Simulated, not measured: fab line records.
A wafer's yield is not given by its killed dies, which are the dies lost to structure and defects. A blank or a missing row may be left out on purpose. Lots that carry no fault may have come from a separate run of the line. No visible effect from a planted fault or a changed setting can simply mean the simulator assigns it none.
One fault seen from 2 desks | flow nand-harc | each desk holds nothing but its own numbers, with what lay behind them at the end

DESK OF THE TOOL OWNER: plasma-asher-02
The tool's own readings at NHARC_P_GATE_STRIP_95 (strips in O2): means of the sampled wafers that have a number, for each lot that ran on this tool. A lot is out of limits, marked OUT, if its mean lies more than 4 standard deviations from the usual mean; the brackets give that distance.
Columns: A = drypump-motor-current-A at NHARC_P_GATE_STRIP_95, usual 5.8 A; B = heater-power-w at NHARC_P_GATE_STRIP_95, usual 310 W
lot  | first seen here | A   | B
L246 | day 5 20:19     | 6.1 | 319
L252 | day 8 02:29     | 5.9 | 331
L253 | day 8 18:04     | 5.9 | 337
L254 | day 9 01:27     | 6.2 | 308
L255 | day 9 18:51     | 6.1 | 317
L257 | day 10 05:57    | 6.0 | 323
L258 | day 10 15:41    | 5.9 | 328
This desk's finding: nothing out of limits on any of the 7 lots.

THE DEFECT DESK
Lot by lot, what the route's inspections counted, given as the mean of those sampled wafers with a number. A lot is out of limits, marked OUT, if its mean lies more than 4 standard deviations from the usual mean; the brackets give that distance.
Columns: A = raw-defect-count at NHARC_P_GATE_INSPECT_68, usual 199
lot  | first seen here | A
L246 | day 5 22:08     | 155
L252 | day 8 04:20     | 207
L253 | day 8 20:00     | 132
L254 | day 9 03:16     | 280
L255 | day 9 20:47     | 267
L257 | day 10 07:48    | 435
L258 | day 10 17:31    | 745 (+7.9) OUT
L261 | day 12 00:15    | 165
L264 | day 13 04:10    | 215
L266 | day 13 20:17    | 225
L268 | day 14 22:31    | 171
L269 | day 15 07:16    | 197
This desk finds L258 out of limits, L258 being first, at day 10 17:31 (raw-defect-count at NHARC_P_GATE_INSPECT_68). Within limits: L246, L252, L253, L254, L255, L257, L261, L264, L266, L268, L269.

PUT TOGETHER
The defect desk could have raised an alarm at day 10 17:31, on L258.
The tool owner's desk saw nothing out of limits.
Tool owner's desk: L258 on record, inside its limits.
Of the lots named, all ran NHARC_P_GATE_STRIP_95 on plasma-asher-02.

WHAT THE SIMULATOR HAD INSERTED
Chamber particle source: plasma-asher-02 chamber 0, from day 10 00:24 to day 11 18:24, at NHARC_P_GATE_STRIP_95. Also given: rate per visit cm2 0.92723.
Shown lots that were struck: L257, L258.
Hours from the fault's start to each desk's first reading out of limits: the defect desk, 17.
